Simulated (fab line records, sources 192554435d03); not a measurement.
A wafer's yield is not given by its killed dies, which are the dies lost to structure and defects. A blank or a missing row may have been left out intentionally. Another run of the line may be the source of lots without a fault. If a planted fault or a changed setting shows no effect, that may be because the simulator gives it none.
Chamber matching -- flow n5-finfet -- rie-diel-03 running N5_BEOL_M7_ETCH_61: 4 sister chambers
The step etches SiARC in CF4, target depth 45.5 nm, time 75.8 s. 20 wafers are shown with their chamber, then 10 later ones without.

== EACH WAFER AND ITS CHAMBER ==
wafer,chamber,showerhead-plenum-p-Torr (Torr),throttle-valve-pct (%),oes-product-au (a.u.)
L074.2,1,2.19,15.42,0.84
L074.3,3,2.19,15.49,0.76
L074.5,3,2.19,15.47,0.76
L078.1,0,2.21,16.03,0.60
L078.2,3,2.19,15.50,0.76
L078.5,0,2.21,16.04,0.61
L081.2,0,2.21,16.05,0.60
L081.3,1,2.19,15.43,0.80
L081.4,3,2.19,15.51,0.74
L082.3,2,2.03,15.69,0.59
L082.4,3,2.19,15.51,0.74
L082.6,0,2.21,16.04,0.60
L084.2,3,2.19,15.51,0.74
L084.3,2,2.03,15.68,0.59
L084.6,3,2.19,15.48,0.74
L088.1,1,2.18,15.48,0.76
L088.5,2,2.03,15.72,0.57
L088.6,1,2.18,15.48,0.76
L086.2,3,2.18,15.52,0.73
L086.3,2,2.03,15.72,0.58

SIGNATURES (averages over the wafers above)
reading,chamber 0,chamber 1,chamber 2,chamber 3,scatter within a chamber
showerhead-plenum-p-Torr,2.2100,2.1850,2.0300,2.1887,0.00342
throttle-valve-pct,16.0400,15.4525,15.7025,15.4987,0.0204
oes-product-au,0.6025,0.7900,0.5825,0.7462,0.0189
Rule: for each reading, subtract the chamber's mean from the wafer's reading, divide by that reading's scatter and square the result; add these up over the readings and take the root, which gives the wafer's distance from the chamber. If the next closest chamber is less than 2 further off than the closest, the wafer can't be placed; otherwise it belongs to the closest. How the scatter is found: for the shown wafers, subtract from each reading the mean of its chamber, square and add these, divide the total by (wafers less chambers), then take the root.

== WAFERS WHOSE CHAMBER IS MISSING ==
wafer,showerhead-plenum-p-Torr (Torr),throttle-valve-pct (%),oes-product-au (a.u.)
L086.6,2.21,16.08,0.59
L092.2,2.21,16.09,0.59
L092.3,2.18,15.53,0.73
L092.6,2.21,16.10,0.59
L094.2,2.18,15.49,0.74
L094.3,2.18,15.56,0.71
L094.4,2.28,15.23,0.80
L097.2,2.18,15.56,0.72
L097.4,2.28,15.24,0.80
L097.5,2.18,15.56,0.71

== THE CHAMBER EACH PASSED THROUGH ==
wafer,from the rows above,in truth
L086.6,0,0
L092.2,0,0
L092.3,3,3
L092.6,0,0
L094.2,can't be placed: 3 or 1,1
L094.3,3,3
L094.4,can't be placed: 1 or 3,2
L097.2,3,3
L097.4,can't be placed: 1 or 3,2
L097.5,3,3
Correct placement for 7 of the 10. Unplaceable from these rows: 3, with the true chamber sitting among the candidates in 1. Wrongly placed: 0.
